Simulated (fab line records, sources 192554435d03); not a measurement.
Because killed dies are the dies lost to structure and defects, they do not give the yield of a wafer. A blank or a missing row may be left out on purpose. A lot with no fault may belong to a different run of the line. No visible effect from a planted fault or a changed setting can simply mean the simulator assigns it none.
Which tool did it? || flow n5 finfet || Sampling: 24 lots, 72 wafers, 4 of 1938 route steps

## WHAT THE GAUGES READ, wafer by wafer
N5_BEOL_M0_SAQP_CD_MEAS_40 targets a cd of 30 nm.
{"lot": "L074", "measured": "day 5 16:11", "on": "cd sem-02", "cd nm (nm)": "29.95 29.79 29.94"}
{"lot": "L075", "measured": "day 6 05:43", "on": "cd sem-02", "cd nm (nm)": "29.64 30.11 29.99"}
{"lot": "L076", "measured": "day 6 06:50", "on": "cd sem-01", "cd nm (nm)": "30.20 29.95 30.09"}
{"lot": "L077", "measured": "day 6 10:12", "on": "cd sem-03", "cd nm (nm)": "30.12 29.64 29.92"}
{"lot": "L078", "measured": "day 6 16:54", "on": "cd sem-01", "cd nm (nm)": "30.22 29.62 30.13"}
{"lot": "L079", "measured": "day 6 19:16", "on": "cd sem-03", "cd nm (nm)": "29.81 30.00 29.84"}
{"lot": "L080", "measured": "day 7 01:25", "on": "cd sem-02", "cd nm (nm)": "29.86 29.68 30.12"}
{"lot": "L081", "measured": "day 7 09:28", "on": "cd sem-01", "cd nm (nm)": "30.08 30.06 29.82"}
{"lot": "L082", "measured": "day 7 16:35", "on": "cd sem-03", "cd nm (nm)": "30.22 29.79 30.03"}
{"lot": "L083", "measured": "day 7 21:18", "on": "cd sem-01", "cd nm (nm)": "30.30 30.22 29.71"}
{"lot": "L084", "measured": "day 8 08:59", "on": "cd sem-02", "cd nm (nm)": "30.09 29.92 30.12"}
{"lot": "L085", "measured": "day 8 10:40", "on": "cd sem-02", "cd nm (nm)": "30.01 30.46 30.15"}
{"lot": "L086", "measured": "day 8 17:22", "on": "cd sem-01", "cd nm (nm)": "29.63 29.61 30.08"}
{"lot": "L087", "measured": "day 9 03:40", "on": "cd sem-02", "cd nm (nm)": "29.68 29.55 29.60"}
{"lot": "L088", "measured": "day 9 03:53", "on": "cd sem-01", "cd nm (nm)": "29.82 29.89 29.43"}
{"lot": "L089", "measured": "day 9 11:40", "on": "cd sem-01", "cd nm (nm)": "30.24 29.50 29.79"}
{"lot": "L090", "measured": "day 9 16:26", "on": "cd sem-01", "cd nm (nm)": "29.89 30.15 29.74"}
{"lot": "L091", "measured": "day 10 03:23", "on": "cd sem-03", "cd nm (nm)": "29.83 29.68 29.91"}
{"lot": "L092", "measured": "day 10 03:59", "on": "cd sem-01", "cd nm (nm)": "29.86 30.02 30.23"}
{"lot": "L093", "measured": "day 10 17:26", "on": "cd sem-03", "cd nm (nm)": "30.03 30.07 30.25"}
{"lot": "L094", "measured": "day 11 00:20", "on": "cd sem-03", "cd nm (nm)": "29.67 30.02 30.04"}
{"lot": "L095", "measured": "day 11 00:35", "on": "cd sem-03", "cd nm (nm)": "30.27 29.77 29.82"}
{"lot": "L096", "measured": "day 11 10:25", "on": "cd sem-03", "cd nm (nm)": "30.49 30.09 30.03"}
{"lot": "L097", "measured": "day 11 12:43", "on": "cd sem-03", "cd nm (nm)": "29.84 30.22 29.86"}

N5_BEOL_M0_SAQP_OVL_MEAS_41.
{"lot": "L074", "measured": "day 5 16:14", "on": "overlay-02", "M0_CUT1_OVL (nm)": "-1.1 -0.1 -0.6"}
{"lot": "L075", "measured": "day 6 05:45", "on": "overlay-01", "M0_CUT1_OVL (nm)": "-1.4 -1.5 -1.2"}
{"lot": "L076", "measured": "day 6 06:52", "on": "overlay-01", "M0_CUT1_OVL (nm)": "-1.2 0.1 -0.1"}
{"lot": "L077", "measured": "day 6 10:14", "on": "overlay-02", "M0_CUT1_OVL (nm)": "-1.0 0.5 -0.5"}
{"lot": "L078", "measured": "day 6 16:56", "on": "overlay-02", "M0_CUT1_OVL (nm)": "-0.9 -0.4 -1.5"}
{"lot": "L079", "measured": "day 6 19:18", "on": "overlay-02", "M0_CUT1_OVL (nm)": "-1.0 -0.7 -0.5"}
{"lot": "L080", "measured": "day 7 01:26", "on": "overlay-01", "M0_CUT1_OVL (nm)": "-1.3 -1.0 -1.0"}
{"lot": "L081", "measured": "day 7 09:31", "on": "overlay-02", "M0_CUT1_OVL (nm)": "0.1 -0.2 -0.7"}
{"lot": "L082", "measured": "day 7 16:37", "on": "overlay-01", "M0_CUT1_OVL (nm)": "-1.0 -0.5 -0.8"}
{"lot": "L083", "measured": "day 7 21:21", "on": "overlay-01", "M0_CUT1_OVL (nm)": "-0.9 -0.4 -0.7"}
{"lot": "L084", "measured": "day 8 09:01", "on": "overlay-01", "M0_CUT1_OVL (nm)": "-0.2 0.8 0.0"}
{"lot": "L085", "measured": "day 8 10:42", "on": "overlay-01", "M0_CUT1_OVL (nm)": "0.0 -0.5 -0.5"}
{"lot": "L086", "measured": "day 8 17:25", "on": "overlay-01", "M0_CUT1_OVL (nm)": "-0.6 -0.6 -0.7"}
{"lot": "L087", "measured": "day 9 03:42", "on": "overlay-02", "M0_CUT1_OVL (nm)": "0.4 -0.4 -0.3"}
{"lot": "L088", "measured": "day 9 03:55", "on": "overlay-01", "M0_CUT1_OVL (nm)": "-1.6 -0.8 -1.3"}
{"lot": "L089", "measured": "day 9 11:42", "on": "overlay-01", "M0_CUT1_OVL (nm)": "-1.1 -1.0 -0.9"}
{"lot": "L090", "measured": "day 9 16:28", "on": "overlay-01", "M0_CUT1_OVL (nm)": "-1.2 -0.7 -1.1"}
{"lot": "L091", "measured": "day 10 03:25", "on": "overlay-01", "M0_CUT1_OVL (nm)": "-0.4 -0.5 -0.9"}
{"lot": "L092", "measured": "day 10 04:01", "on": "overlay-01", "M0_CUT1_OVL (nm)": "-1.1 -1.9 -0.5"}
{"lot": "L093", "measured": "day 10 17:28", "on": "overlay-01", "M0_CUT1_OVL (nm)": "-0.8 -2.0 -1.1"}
{"lot": "L094", "measured": "day 11 00:23", "on": "overlay-01", "M0_CUT1_OVL (nm)": "-0.9 -1.6 -1.7"}
{"lot": "L095", "measured": "day 11 00:37", "on": "overlay-01", "M0_CUT1_OVL (nm)": "-1.1 0.0 0.1"}
{"lot": "L096", "measured": "day 11 10:28", "on": "overlay-01", "M0_CUT1_OVL (nm)": "-1.4 -0.4 -1.4"}
{"lot": "L097", "measured": "day 11 12:46", "on": "overlay-02", "M0_CUT1_OVL (nm)": "-0.6 -0.1 0.4"}

## TOOL THAT RAN EACH LOT (tool first, then ch and the chambers of the sampled wafers, then the start)
{"lot": "L074", "N5_BEOL_M0_SAQP_DESCUM_19": "rie diel-02 ch 0,3, day 5 12:28", "N5_BEOL_M0_SAQP_STRIP_86": "rie diel-02 ch 1,2,3, day 5 12:56"}
{"lot": "L075", "N5_BEOL_M0_SAQP_DESCUM_19": "rie diel-01 ch 0,1,3, day 6 01:37", "N5_BEOL_M0_SAQP_STRIP_86": "rie diel-01 ch 0,2,3, day 6 01:59"}
{"lot": "L076", "N5_BEOL_M0_SAQP_DESCUM_19": "rie diel-03 ch 0,1,2, day 6 02:49", "N5_BEOL_M0_SAQP_STRIP_86": "rie diel-03 ch 1,2,3, day 6 03:19"}
{"lot": "L077", "N5_BEOL_M0_SAQP_DESCUM_19": "rie diel-03 ch 1,2,3, day 6 06:10", "N5_BEOL_M0_SAQP_STRIP_86": "rie diel-03 ch 0,1, day 6 06:34"}
{"lot": "L078", "N5_BEOL_M0_SAQP_DESCUM_19": "rie diel-03 ch 2,3, day 6 13:10", "N5_BEOL_M0_SAQP_STRIP_86": "rie diel-02 ch 0,2,3, day 6 13:32"}
{"lot": "L079", "N5_BEOL_M0_SAQP_DESCUM_19": "rie diel-02 ch 0,1,2, day 6 14:58", "N5_BEOL_M0_SAQP_STRIP_86": "rie diel-03 ch 0,1, day 6 15:29"}
{"lot": "L080", "N5_BEOL_M0_SAQP_DESCUM_19": "rie diel-01 ch 1,2,3, day 6 21:16", "N5_BEOL_M0_SAQP_STRIP_86": "rie diel-02 ch 0,1,2, day 6 21:38"}
{"lot": "L081", "N5_BEOL_M0_SAQP_DESCUM_19": "rie diel-01 ch 1,2,3, day 7 05:50", "N5_BEOL_M0_SAQP_STRIP_86": "rie diel-01 ch 1,2,3, day 7 06:13"}
{"lot": "L082", "N5_BEOL_M0_SAQP_DESCUM_19": "rie diel-03 ch 0,3, day 7 11:47", "N5_BEOL_M0_SAQP_STRIP_86": "rie diel-01 ch 1,2,3, day 7 12:10"}
{"lot": "L083", "N5_BEOL_M0_SAQP_DESCUM_19": "rie diel-01 ch 1,2, day 7 17:07", "N5_BEOL_M0_SAQP_STRIP_86": "rie diel-01 ch 0,1,3, day 7 17:29"}
{"lot": "L084", "N5_BEOL_M0_SAQP_DESCUM_19": "rie diel-03 ch 0,2, day 8 04:54", "N5_BEOL_M0_SAQP_STRIP_86": "rie diel-02 ch 0,2, day 8 05:17"}
{"lot": "L085", "N5_BEOL_M0_SAQP_DESCUM_19": "rie diel-02 ch 1,2,3, day 8 06:41", "N5_BEOL_M0_SAQP_STRIP_86": "rie diel-03 ch 0,1,3, day 8 07:04"}
{"lot": "L086", "N5_BEOL_M0_SAQP_DESCUM_19": "rie diel-02 ch 0,3, day 8 13:09", "N5_BEOL_M0_SAQP_STRIP_86": "rie diel-02 ch 0,2,3, day 8 13:32"}
{"lot": "L087", "N5_BEOL_M0_SAQP_DESCUM_19": "rie diel-03 ch 0,2,3, day 8 23:53", "N5_BEOL_M0_SAQP_STRIP_86": "rie diel-03 ch 1,3, day 9 00:16"}
{"lot": "L088", "N5_BEOL_M0_SAQP_DESCUM_19": "rie diel-01 ch 1,2,3, day 9 00:08", "N5_BEOL_M0_SAQP_STRIP_86": "rie diel-01 ch 0,1,2, day 9 00:30"}
{"lot": "L089", "N5_BEOL_M0_SAQP_DESCUM_19": "rie diel-03 ch 0,2,3, day 9 07:34", "N5_BEOL_M0_SAQP_STRIP_86": "rie diel-01 ch 2,3, day 9 07:57"}
{"lot": "L090", "N5_BEOL_M0_SAQP_DESCUM_19": "rie diel-03 ch 0,1,3, day 9 12:34", "N5_BEOL_M0_SAQP_STRIP_86": "rie diel-01 ch 0,2, day 9 13:04"}
{"lot": "L091", "N5_BEOL_M0_SAQP_DESCUM_19": "rie diel-01 ch 1,2,3, day 9 23:14", "N5_BEOL_M0_SAQP_STRIP_86": "rie diel-02 ch 1,3, day 9 23:39"}
{"lot": "L092", "N5_BEOL_M0_SAQP_DESCUM_19": "rie diel-02 ch 1,3, day 9 23:52", "N5_BEOL_M0_SAQP_STRIP_86": "rie diel-03 ch 0,2,3, day 10 00:14"}
{"lot": "L093", "N5_BEOL_M0_SAQP_DESCUM_19": "rie diel-01 ch 0,1,3, day 10 13:36", "N5_BEOL_M0_SAQP_STRIP_86": "rie diel-02 ch 1,2,3, day 10 14:04"}
{"lot": "L094", "N5_BEOL_M0_SAQP_DESCUM_19": "rie diel-01 ch 0,2, day 10 17:28", "N5_BEOL_M0_SAQP_STRIP_86": "rie diel-01 ch 0,1,2, day 10 17:50"}
{"lot": "L095", "N5_BEOL_M0_SAQP_DESCUM_19": "rie diel-03 ch 0,1,2, day 10 17:41", "N5_BEOL_M0_SAQP_STRIP_86": "rie diel-03 ch 1,2,3, day 10 18:03"}
{"lot": "L096", "N5_BEOL_M0_SAQP_DESCUM_19": "rie diel-03 ch 0,1,2, day 11 06:01", "N5_BEOL_M0_SAQP_STRIP_86": "rie diel-02 ch 0,2,3, day 11 06:22"}
{"lot": "L097", "N5_BEOL_M0_SAQP_DESCUM_19": "rie diel-03 ch 0,1,2, day 11 07:14", "N5_BEOL_M0_SAQP_STRIP_86": "rie diel-02 ch 0,1,2, day 11 07:40"}
- N5_BEOL_M0_SAQP_DESCUM_19: chemistry O2, time 7.9 s.
- N5_BEOL_M0_SAQP_STRIP_86: strips in N2/H2.

## WHAT THE TOOLS THEMSELVES READ (means of the sampled wafers that have a number; where no wafer has one, the mark that the record gives instead)
N5_BEOL_M0_SAQP_DESCUM_19.
{"lot": "L074", "tool": "rie diel-02", "drypump motor current A (A)": 6.4, "o2 flow sccm (sccm)": 224.8, "oes product au (a.u.)": 0.87, "rf vpp V (V)": 243.9, "showerhead plenum p Torr (Torr)": 2.10, "throttle valve pct (%)": 20.08}
{"lot": "L075", "tool": "rie diel-01", "drypump motor current A (A)": 6.0, "o2 flow sccm (sccm)": 224.9, "oes product au (a.u.)": 0.79, "rf vpp V (V)": 243.1, "showerhead plenum p Torr (Torr)": 2.08, "throttle valve pct (%)": 20.37}
{"lot": "L076", "tool": "rie diel-03", "drypump motor current A (A)": 5.9, "o2 flow sccm (sccm)": 225.4, "oes product au (a.u.)": 0.74, "rf vpp V (V)": 243.0, "showerhead plenum p Torr (Torr)": 2.09, "throttle valve pct (%)": 20.47}
{"lot": "L077", "tool": "rie diel-03", "drypump motor current A (A)": 6.3, "o2 flow sccm (sccm)": 225.1, "oes product au (a.u.)": 0.71, "rf vpp V (V)": 243.9, "showerhead plenum p Torr (Torr)": 2.11, "throttle valve pct (%)": 20.49}
{"lot": "L078", "tool": "rie diel-03", "drypump motor current A (A)": 6.4, "o2 flow sccm (sccm)": 225.5, "oes product au (a.u.)": 0.71, "rf vpp V (V)": 243.8, "showerhead plenum p Torr (Torr)": 2.15, "throttle valve pct (%)": 20.50}
{"lot": "L079", "tool": "rie diel-02", "drypump motor current A (A)": 6.0, "o2 flow sccm (sccm)": 224.7, "oes product au (a.u.)": 0.77, "rf vpp V (V)": 242.3, "showerhead plenum p Torr (Torr)": 2.04, "throttle valve pct (%)": 20.55}
{"lot": "L080", "tool": "rie diel-01", "drypump motor current A (A)": 6.0, "o2 flow sccm (sccm)": 224.4, "oes product au (a.u.)": 0.80, "rf vpp V (V)": 243.4, "showerhead plenum p Torr (Torr)": 2.10, "throttle valve pct (%)": 20.47}
{"lot": "L081", "tool": "rie diel-01", "drypump motor current A (A)": 6.0, "o2 flow sccm (sccm)": 225.4, "oes product au (a.u.)": 0.79, "rf vpp V (V)": 244.0, "showerhead plenum p Torr (Torr)": 2.09, "throttle valve pct (%)": 20.47}
{"lot": "L082", "tool": "rie diel-03", "drypump motor current A (A)": 5.6, "o2 flow sccm (sccm)": 224.1, "oes product au (a.u.)": 0.77, "rf vpp V (V)": 243.8, "showerhead plenum p Torr (Torr)": 2.14, "throttle valve pct (%)": 20.43}
{"lot": "L083", "tool": "rie diel-01", "drypump motor current A (A)": 6.0, "o2 flow sccm (sccm)": 224.9, "oes product au (a.u.)": 0.78, "rf vpp V (V)": 244.2, "showerhead plenum p Torr (Torr)": 2.13, "throttle valve pct (%)": 20.53}
{"lot": "L084", "tool": "rie diel-03", "drypump motor current A (A)": 6.1, "o2 flow sccm (sccm)": 224.8, "oes product au (a.u.)": 0.74, "rf vpp V (V)": 243.3, "showerhead plenum p Torr (Torr)": 2.10, "throttle valve pct (%)": 20.51}
{"lot": "L085", "tool": "rie diel-02", "drypump motor current A (A)": 5.7, "o2 flow sccm (sccm)": 225.9, "oes product au (a.u.)": 0.72, "rf vpp V (V)": 241.3, "showerhead plenum p Torr (Torr)": 1.98, "throttle valve pct (%)": 20.57}
{"lot": "L086", "tool": "rie diel-02", "drypump motor current A (A)": 6.3, "o2 flow sccm (sccm)": 225.0, "oes product au (a.u.)": 0.84, "rf vpp V (V)": 243.4, "showerhead plenum p Torr (Torr)": 2.09, "throttle valve pct (%)": 20.11}
{"lot": "L087", "tool": "rie diel-03", "drypump motor current A (A)": 6.1, "o2 flow sccm (sccm)": 224.8, "oes product au (a.u.)": 0.74, "rf vpp V (V)": 243.8, "showerhead plenum p Torr (Torr)": 2.12, "throttle valve pct (%)": 20.50}
{"lot": "L088", "tool": "rie diel-01", "drypump motor current A (A)": 6.0, "o2 flow sccm (sccm)": 224.5, "oes product au (a.u.)": 0.78, "rf vpp V (V)": 242.8, "showerhead plenum p Torr (Torr)": 2.09, "throttle valve pct (%)": 20.49}
{"lot": "L089", "tool": "rie diel-03", "drypump motor current A (A)": 6.1, "o2 flow sccm (sccm)": 225.7, "oes product au (a.u.)": 0.73, "rf vpp V (V)": 244.0, "showerhead plenum p Torr (Torr)": 2.12, "throttle valve pct (%)": 20.50}
{"lot": "L090", "tool": "rie diel-03", "drypump motor current A (A)": 5.8, "o2 flow sccm (sccm)": 224.6, "oes product au (a.u.)": 0.81, "rf vpp V (V)": 242.8, "showerhead plenum p Torr (Torr)": 2.11, "throttle valve pct (%)": 20.36}
{"lot": "L091", "tool": "rie diel-01", "drypump motor current A (A)": 6.0, "o2 flow sccm (sccm)": 225.3, "oes product au (a.u.)": 0.78, "rf vpp V (V)": 244.2, "showerhead plenum p Torr (Torr)": 2.09, "throttle valve pct (%)": 20.49}
{"lot": "L092", "tool": "rie diel-02", "drypump motor current A (A)": 5.7, "o2 flow sccm (sccm)": 225.4, "oes product au (a.u.)": 0.74, "rf vpp V (V)": 241.8, "showerhead plenum p Torr (Torr)": 2.00, "throttle valve pct (%)": 20.67}
{"lot": "L093", "tool": "rie diel-01", "drypump motor current A (A)": 6.1, "o2 flow sccm (sccm)": 225.0, "oes product au (a.u.)": 0.84, "rf vpp V (V)": 243.2, "showerhead plenum p Torr (Torr)": 2.07, "throttle valve pct (%)": 20.27}
{"lot": "L094", "tool": "rie diel-01", "drypump motor current A (A)": 6.1, "o2 flow sccm (sccm)": 224.1, "oes product au (a.u.)": 0.85, "rf vpp V (V)": 244.2, "showerhead plenum p Torr (Torr)": 2.12, "throttle valve pct (%)": 20.11}
{"lot": "L095", "tool": "rie diel-03", "drypump motor current A (A)": 5.9, "o2 flow sccm (sccm)": 225.2, "oes product au (a.u.)": 0.80, "rf vpp V (V)": 243.3, "showerhead plenum p Torr (Torr)": 2.08, "throttle valve pct (%)": 20.40}
{"lot": "L096", "tool": "rie diel-03", "drypump motor current A (A)": 5.9, "o2 flow sccm (sccm)": 225.2, "oes product au (a.u.)": 0.80, "rf vpp V (V)": 243.4, "showerhead plenum p Torr (Torr)": 2.08, "throttle valve pct (%)": 20.40}
{"lot": "L097", "tool": "rie diel-03", "drypump motor current A (A)": 5.9, "o2 flow sccm (sccm)": 224.9, "oes product au (a.u.)": 0.80, "rf vpp V (V)": 242.8, "showerhead plenum p Torr (Torr)": 2.08, "throttle valve pct (%)": 20.40}

N5_BEOL_M0_SAQP_STRIP_86.
{"lot": "L074", "tool": "rie diel-02", "drypump motor current A (A)": 5.8, "oes product au (a.u.)": 0.74, "rf vpp V (V)": 121.6, "showerhead plenum p Torr (Torr)": 3.21, "throttle valve pct (%)": 19.1}
{"lot": "L075", "tool": "rie diel-01", "drypump motor current A (A)": 6.0, "oes product au (a.u.)": 0.72, "rf vpp V (V)": 123.0, "showerhead plenum p Torr (Torr)": 3.41, "throttle valve pct (%)": 19.1}
{"lot": "L076", "tool": "rie diel-03", "drypump motor current A (A)": 6.3, "oes product au (a.u.)": 0.71, "rf vpp V (V)": 122.8, "showerhead plenum p Torr (Torr)": 3.37, "throttle valve pct (%)": 18.9}
{"lot": "L077", "tool": "rie diel-03", "drypump motor current A (A)": 5.7, "oes product au (a.u.)": 0.72, "rf vpp V (V)": 122.4, "showerhead plenum p Torr (Torr)": 3.33, "throttle valve pct (%)": 18.6}
{"lot": "L078", "tool": "rie diel-02", "drypump motor current A (A)": 6.1, "oes product au (a.u.)": 0.78, "rf vpp V (V)": 121.4, "showerhead plenum p Torr (Torr)": 3.28, "throttle valve pct (%)": 18.8}
{"lot": "L079", "tool": "rie diel-03", "drypump motor current A (A)": 5.6, "oes product au (a.u.)": 0.73, "rf vpp V (V)": 121.5, "showerhead plenum p Torr (Torr)": 3.32, "throttle valve pct (%)": 18.6}
{"lot": "L080", "tool": "rie diel-02", "drypump motor current A (A)": 6.0, "oes product au (a.u.)": 0.77, "rf vpp V (V)": 122.1, "showerhead plenum p Torr (Torr)": 3.27, "throttle valve pct (%)": 18.8}
{"lot": "L081", "tool": "rie diel-01", "drypump motor current A (A)": 6.0, "oes product au (a.u.)": 0.79, "rf vpp V (V)": 121.9, "showerhead plenum p Torr (Torr)": 3.37, "throttle valve pct (%)": 19.1}
{"lot": "L082", "tool": "rie diel-01", "drypump motor current A (A)": 6.0, "oes product au (a.u.)": 0.78, "rf vpp V (V)": 122.2, "showerhead plenum p Torr (Torr)": 3.36, "throttle valve pct (%)": 19.1}
{"lot": "L083", "tool": "rie diel-01", "drypump motor current A (A)": 6.0, "oes product au (a.u.)": 0.88, "rf vpp V (V)": 120.3, "showerhead plenum p Torr (Torr)": 3.34, "throttle valve pct (%)": 18.8}
{"lot": "L084", "tool": "rie diel-02", "drypump motor current A (A)": 6.0, "oes product au (a.u.)": 0.73, "rf vpp V (V)": 120.5, "showerhead plenum p Torr (Torr)": 3.26, "throttle valve pct (%)": 18.9}
{"lot": "L085", "tool": "rie diel-03", "drypump motor current A (A)": 5.9, "oes product au (a.u.)": 0.82, "rf vpp V (V)": 120.4, "showerhead plenum p Torr (Torr)": 3.37, "throttle valve pct (%)": 18.7}
{"lot": "L086", "tool": "rie diel-02", "drypump motor current A (A)": 6.1, "oes product au (a.u.)": 0.77, "rf vpp V (V)": 123.0, "showerhead plenum p Torr (Torr)": 3.27, "throttle valve pct (%)": 18.8}
{"lot": "L087", "tool": "rie diel-03", "drypump motor current A (A)": 6.2, "oes product au (a.u.)": 0.79, "rf vpp V (V)": 122.7, "showerhead plenum p Torr (Torr)": 3.40, "throttle valve pct (%)": 18.8}
{"lot": "L088", "tool": "rie diel-01", "drypump motor current A (A)": 6.1, "oes product au (a.u.)": 0.86, "rf vpp V (V)": 122.9, "showerhead plenum p Torr (Torr)": 3.38, "throttle valve pct (%)": 18.8}
{"lot": "L089", "tool": "rie diel-01", "drypump motor current A (A)": 5.9, "oes product au (a.u.)": 0.72, "rf vpp V (V)": 120.2, "showerhead plenum p Torr (Torr)": 3.38, "throttle valve pct (%)": 19.4}
{"lot": "L090", "tool": "rie diel-01", "drypump motor current A (A)": 6.2, "oes product au (a.u.)": 0.86, "rf vpp V (V)": 120.8, "showerhead plenum p Torr (Torr)": 3.42, "throttle valve pct (%)": 18.6}
{"lot": "L091", "tool": "rie diel-02", "drypump motor current A (A)": 5.8, "oes product au (a.u.)": 0.74, "rf vpp V (V)": 121.7, "showerhead plenum p Torr (Torr)": 3.20, "throttle valve pct (%)": 19.0}
{"lot": "L092", "tool": "rie diel-03", "drypump motor current A (A)": 6.1, "oes product au (a.u.)": 0.72, "rf vpp V (V)": 122.4, "showerhead plenum p Torr (Torr)": 3.37, "throttle valve pct (%)": 19.0}
{"lot": "L093", "tool": "rie diel-02", "drypump motor current A (A)": 5.8, "oes product au (a.u.)": 0.83, "rf vpp V (V)": 122.4, "showerhead plenum p Torr (Torr)": 3.33, "throttle valve pct (%)": 19.0}
{"lot": "L094", "tool": "rie diel-01", "drypump motor current A (A)": 6.1, "oes product au (a.u.)": 0.84, "rf vpp V (V)": 122.3, "showerhead plenum p Torr (Torr)": 3.37, "throttle valve pct (%)": 18.7}
{"lot": "L095", "tool": "rie diel-03", "drypump motor current A (A)": 6.3, "oes product au (a.u.)": 0.77, "rf vpp V (V)": 120.2, "showerhead plenum p Torr (Torr)": 3.35, "throttle valve pct (%)": 18.8}
{"lot": "L096", "tool": "rie diel-02", "drypump motor current A (A)": 6.1, "oes product au (a.u.)": 0.86, "rf vpp V (V)": 121.5, "showerhead plenum p Torr (Torr)": 3.40, "throttle valve pct (%)": 18.8}
{"lot": "L097", "tool": "rie diel-02", "drypump motor current A (A)": 6.0, "oes product au (a.u.)": 0.86, "rf vpp V (V)": 121.4, "showerhead plenum p Torr (Torr)": 3.39, "throttle valve pct (%)": 18.7}

## THE ANSWER, worked out from the rows above alone
Rule: what is usual is taken from the lots themselves. Put in order of their means at a reading, lots are off if they are a third of the lots or fewer, leave a main group of 4 or more, and stand apart from it by a gap of 3 or more times the standard deviation of the main group's means; of several such gaps the widest counts. The tables above print the reading to a certain number of digits; a main group whose means all agree to those digits is not used. A lot without any number at a reading at which 4 lots or more have one is off too. The other lots that the step has rows for count as sound. The gauges are gone through in route order, then the tools' own readings, and for those a lot's mean is taken as printed above. The first step at which some lot is off is used, and at that step the reading that is off furthest; a lot without a number counts as furthest.
No lot is off at any reading shown: from this, nothing can be told.

## WHAT HAD BEEN PUT IN BY THE SIMULATOR
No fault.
